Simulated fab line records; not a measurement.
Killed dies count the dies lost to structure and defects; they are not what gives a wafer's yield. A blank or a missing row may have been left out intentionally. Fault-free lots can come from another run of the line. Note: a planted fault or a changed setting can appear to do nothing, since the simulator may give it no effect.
Split-lot study / flow n5 finfet / 39 wafers read across 7 lots, on a route 1938 steps long

== THE SPLIT ==
At N5_SDB_ALD_29 (deposits SiNx, target thk 30 nm, pulse time 1 s, ald cycles 600), the setting ald cycles was moved away from the recipe's 600 on 12 of the 39 wafers read, by -53.0% to +59.2%. This setting was run at the recipe's value on the other wafers.

The reading comes from the split's own step.

== THE READING ==
SiNx_of_SDB_ALD_29.thk nm (the simulator's own value, which no gauge read), in nm, at N5_SDB_ALD_29 (deposits SiNx, target thk 30 nm, pulse time 1 s, ald cycles 600). There is no usual value for it anywhere in the file. Across the 27 wafers here that went through the recipe, the average is 30.0 nm and the standard deviation 0.1 nm.

wafer=L077.1; tool, chamber at the split=ald sin-04, 1; ald cycles as run=600; against the recipe=recipe; SiNx_of_SDB_ALD_29.thk nm, nm=30.2; against lot-mates on the recipe=-
wafer=L077.3; tool, chamber at the split=ald sin-04, 2,3; ald cycles as run=600; against the recipe=recipe; SiNx_of_SDB_ALD_29.thk nm, nm=30; against lot-mates on the recipe=-
wafer=L077.5; tool, chamber at the split=ald sin-04, 2,3; ald cycles as run=600; against the recipe=recipe; SiNx_of_SDB_ALD_29.thk nm, nm=30; against lot-mates on the recipe=-
wafer=L080.1; tool, chamber at the split=ald sin-01, 0; ald cycles as run=955; against the recipe=+59.2%; SiNx_of_SDB_ALD_29.thk nm, nm=47.6; against lot-mates on the recipe=+17.7
wafer=L080.2; tool, chamber at the split=ald sin-01, 2; ald cycles as run=600; against the recipe=recipe; SiNx_of_SDB_ALD_29.thk nm, nm=29.8; against lot-mates on the recipe=-
wafer=L080.3; tool, chamber at the split=ald sin-01, 1,3; ald cycles as run=600; against the recipe=recipe; SiNx_of_SDB_ALD_29.thk nm, nm=30; against lot-mates on the recipe=-
wafer=L080.4; tool, chamber at the split=ald sin-01, 1,3; ald cycles as run=600; against the recipe=recipe; SiNx_of_SDB_ALD_29.thk nm, nm=30; against lot-mates on the recipe=-
wafer=L080.5; tool, chamber at the split=ald sin-01, 2,1; ald cycles as run=955; against the recipe=+59.2%; SiNx_of_SDB_ALD_29.thk nm, nm=47.8; against lot-mates on the recipe=+17.9
wafer=L080.6; tool, chamber at the split=ald sin-01, 2,1; ald cycles as run=955; against the recipe=+59.2%; SiNx_of_SDB_ALD_29.thk nm, nm=47.8; against lot-mates on the recipe=+17.9
wafer=L083.1; tool, chamber at the split=ald sin-04, 0,2,0; ald cycles as run=282; against the recipe=-53.0%; SiNx_of_SDB_ALD_29.thk nm, nm=14.2; against lot-mates on the recipe=-15.9
wafer=L083.3; tool, chamber at the split=ald sin-04, 0,2,0; ald cycles as run=282; against the recipe=-53.0%; SiNx_of_SDB_ALD_29.thk nm, nm=14.2; against lot-mates on the recipe=-15.9
wafer=L083.6; tool, chamber at the split=ald sin-04, 0,2,0; ald cycles as run=282; against the recipe=-53.0%; SiNx_of_SDB_ALD_29.thk nm, nm=14.2; against lot-mates on the recipe=-15.9
wafer=L083.2; tool, chamber at the split=ald sin-04, 3; ald cycles as run=600; against the recipe=recipe; SiNx_of_SDB_ALD_29.thk nm, nm=30; against lot-mates on the recipe=-
wafer=L083.4; tool, chamber at the split=ald sin-04, 1; ald cycles as run=600; against the recipe=recipe; SiNx_of_SDB_ALD_29.thk nm, nm=30.2; against lot-mates on the recipe=-
wafer=L083.5; tool, chamber at the split=ald sin-04, 1; ald cycles as run=600; against the recipe=recipe; SiNx_of_SDB_ALD_29.thk nm, nm=30.2; against lot-mates on the recipe=-
wafer=L087.1; tool, chamber at the split=ald sin-02, 2,0; ald cycles as run=889; against the recipe=+48.2%; SiNx_of_SDB_ALD_29.thk nm, nm=44.6; against lot-mates on the recipe=+14.6
wafer=L087.2; tool, chamber at the split=ald sin-02, 2,0; ald cycles as run=889; against the recipe=+48.2%; SiNx_of_SDB_ALD_29.thk nm, nm=44.6; against lot-mates on the recipe=+14.6
wafer=L087.3; tool, chamber at the split=ald sin-02, 1,3,0; ald cycles as run=600; against the recipe=recipe; SiNx_of_SDB_ALD_29.thk nm, nm=30; against lot-mates on the recipe=-
wafer=L087.4; tool, chamber at the split=ald sin-02, 1,3,0; ald cycles as run=600; against the recipe=recipe; SiNx_of_SDB_ALD_29.thk nm, nm=30; against lot-mates on the recipe=-
wafer=L087.6; tool, chamber at the split=ald sin-02, 1,3,0; ald cycles as run=600; against the recipe=recipe; SiNx_of_SDB_ALD_29.thk nm, nm=30; against lot-mates on the recipe=-
wafer=L087.5; tool, chamber at the split=ald sin-02, 3; ald cycles as run=889; against the recipe=+48.2%; SiNx_of_SDB_ALD_29.thk nm, nm=44.4; against lot-mates on the recipe=+14.4
wafer=L090.1; tool, chamber at the split=ald sin-04, 0; ald cycles as run=600; against the recipe=recipe; SiNx_of_SDB_ALD_29.thk nm, nm=30.2; against lot-mates on the recipe=-
wafer=L090.2; tool, chamber at the split=ald sin-04, 1,1,0,0,1; ald cycles as run=600; against the recipe=recipe; SiNx_of_SDB_ALD_29.thk nm, nm=30; against lot-mates on the recipe=-
wafer=L090.3; tool, chamber at the split=ald sin-04, 1,1,0,0,1; ald cycles as run=600; against the recipe=recipe; SiNx_of_SDB_ALD_29.thk nm, nm=30; against lot-mates on the recipe=-
wafer=L090.4; tool, chamber at the split=ald sin-04, 1,1,0,0,1; ald cycles as run=600; against the recipe=recipe; SiNx_of_SDB_ALD_29.thk nm, nm=30; against lot-mates on the recipe=-
wafer=L090.5; tool, chamber at the split=ald sin-04, 1,1,0,0,1; ald cycles as run=600; against the recipe=recipe; SiNx_of_SDB_ALD_29.thk nm, nm=30; against lot-mates on the recipe=-
wafer=L090.6; tool, chamber at the split=ald sin-04, 1,1,0,0,1; ald cycles as run=600; against the recipe=recipe; SiNx_of_SDB_ALD_29.thk nm, nm=30; against lot-mates on the recipe=-
wafer=L092.1; tool, chamber at the split=ald sin-04, 3,1; ald cycles as run=600; against the recipe=recipe; SiNx_of_SDB_ALD_29.thk nm, nm=30.2; against lot-mates on the recipe=-
wafer=L092.3; tool, chamber at the split=ald sin-04, 3,1; ald cycles as run=600; against the recipe=recipe; SiNx_of_SDB_ALD_29.thk nm, nm=30.2; against lot-mates on the recipe=-
wafer=L092.2; tool, chamber at the split=ald sin-04, 0,2,2; ald cycles as run=600; against the recipe=recipe; SiNx_of_SDB_ALD_29.thk nm, nm=30; against lot-mates on the recipe=-
wafer=L092.4; tool, chamber at the split=ald sin-04, 0,2,2; ald cycles as run=600; against the recipe=recipe; SiNx_of_SDB_ALD_29.thk nm, nm=30; against lot-mates on the recipe=-
wafer=L092.5; tool, chamber at the split=ald sin-04, 0,2,2; ald cycles as run=600; against the recipe=recipe; SiNx_of_SDB_ALD_29.thk nm, nm=30; against lot-mates on the recipe=-
wafer=L092.6; tool, chamber at the split=ald sin-04, 1; ald cycles as run=600; against the recipe=recipe; SiNx_of_SDB_ALD_29.thk nm, nm=29.8; against lot-mates on the recipe=-
wafer=L096.1; tool, chamber at the split=ald sin-01, 0,3,0; ald cycles as run=848; against the recipe=+41.3%; SiNx_of_SDB_ALD_29.thk nm, nm=42.4; against lot-mates on the recipe=+12.4
wafer=L096.3; tool, chamber at the split=ald sin-01, 0,3,0; ald cycles as run=848; against the recipe=+41.3%; SiNx_of_SDB_ALD_29.thk nm, nm=42.4; against lot-mates on the recipe=+12.4
wafer=L096.6; tool, chamber at the split=ald sin-01, 0,3,0; ald cycles as run=848; against the recipe=+41.3%; SiNx_of_SDB_ALD_29.thk nm, nm=42.4; against lot-mates on the recipe=+12.4
wafer=L096.2; tool, chamber at the split=ald sin-01, 1,1,3; ald cycles as run=600; against the recipe=recipe; SiNx_of_SDB_ALD_29.thk nm, nm=30; against lot-mates on the recipe=-
wafer=L096.4; tool, chamber at the split=ald sin-01, 1,1,3; ald cycles as run=600; against the recipe=recipe; SiNx_of_SDB_ALD_29.thk nm, nm=30; against lot-mates on the recipe=-
wafer=L096.5; tool, chamber at the split=ald sin-01, 1,1,3; ald cycles as run=600; against the recipe=recipe; SiNx_of_SDB_ALD_29.thk nm, nm=30; against lot-mates on the recipe=-
Rows listing several chambers each stand for several wafers; the file does not say which wafer went through which chamber.

FIT RESULTS
A straight line over all 39 wafers: SiNx_of_SDB_ALD_29.thk nm changes by +0.299 nm for each +1% of ald cycles; r = +1.00; the points scatter about the line by 0.1 nm.
The same after taking each lot's own level away (the mean of its wafers on the recipe; 39 wafers): +0.301 nm for each +1%; r = +1.00; scatter 0.088 nm.
According to that fit, moving ald cycles by its largest amount changes the reading by 18 nm.
The span of the lots' own levels, 29.93 to 30.13 nm, comes to 1.9 times the standard deviation stated above.
The two slopes agree, so the slope changes little with the lot-to-lot level.
Check: for one of the wafers moved furthest among these (+59.2%), held out of the fit, the line's prediction against its lot-mates is +17.8 nm. It came out at +17.7 nm against them.

== OTHER SPLITS ON THESE WAFERS ==
Other splits were also applied to these wafers ahead of the reading. Each is held against what the fit with the lots' levels taken away leaves over:
other split on the same wafers=N5_SD_EPI_N_ETCH_45 target depth a; wafers away from the commonest value=12; r with SiNx_of_SDB_ALD_29.thk nm (lot level and that fit taken away)=+0.15

== THE WHOLE CHAIN: every reading that the file lists as answering this split, in the file's order ==
step=N5_SDB_ALD_29; what it does=deposits SiNx, target thk 30 nm, pulse time 1 s, ald cycles 600; reading=SiNx_of_SDB_ALD_29.thk nm (the simulator's own value, which no gauge read); change (the file's fit)=+0.301 nm for each +1% of the setting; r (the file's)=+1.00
step=N5_SDB_CMP_30; what it does=polishes, stops on poly-Si, t overpolish 1.54 s, target thk 30 nm; reading=SiNx_of_SDB_ALD_29.thk nm (the simulator's own value, which no gauge read); change (the file's fit)=not straight: 14.2 at the lowest setting, 30.03 at the recipe, 31.6 at the highest; r (the file's)=not given

== FILE'S OWN FIT ==
SiNx_of_SDB_ALD_29.thk nm changes by +0.301 nm for each +1% of ald cycles, r = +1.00.
